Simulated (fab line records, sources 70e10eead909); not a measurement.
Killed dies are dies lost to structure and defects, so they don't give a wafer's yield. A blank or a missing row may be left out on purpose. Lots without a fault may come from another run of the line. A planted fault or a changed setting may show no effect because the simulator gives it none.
Chamber matching | flow nand_harc | NHARC_A_STAIRCASE_TRIM_20 on rie_diel-13: 4 sister chambers
The step chemistry O2, time 211.2 s. 4 wafers are shown with their chamber, then 7 later ones without.

WAFERS WITH THEIR CHAMBER
wafer  | chamber | drypump_motor_current_A (A)
L077.3 | 3       | 6.4
L081.2 | 1       | 5.4
L086.1 | 2       | 5.1
L086.3 | 0       | 5.1

WAFERS WITHOUT THEIR CHAMBER
wafer  | drypump_motor_current_A (A)
L086.4 | 5.4
L091.1 | 5.3
L091.4 | 5.0
L091.5 | 5.1
L097.3 | 6.4
L097.4 | 5.3
L097.6 | 5.1

WHICH CHAMBER EACH WENT THROUGH
wafer  | from the rows above          | in truth
L086.4 | 1                            | 1
L091.1 | can't be placed: 1 or 0 or 2 | 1
L091.4 | can't be placed: 0 or 2      | 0
L091.5 | can't be placed: 0 or 2      | 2
L097.3 | 3                            | 3
L097.4 | can't be placed: 1 or 0 or 2 | 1
L097.6 | can't be placed: 0 or 2      | 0
Placed correctly: 2 of 7. Can't be placed from these rows: 5 (the true chamber is among the candidates in 5). Placed wrongly: 0.
How it was worked out, from the rows above alone: a wafer's distance from a chamber is the root of the sum, over the readings, of the square of ((its reading less the chamber's mean) divided by the reading's scatter). The wafer belongs to the nearest chamber; if the next one is less than 2 further off, it can't be placed. A chamber's mean is the mean of its shown wafers. The scatter: with one shown wafer a chamber, the root of the mean of the squares of how far each hidden wafer lies from its nearest shown one.
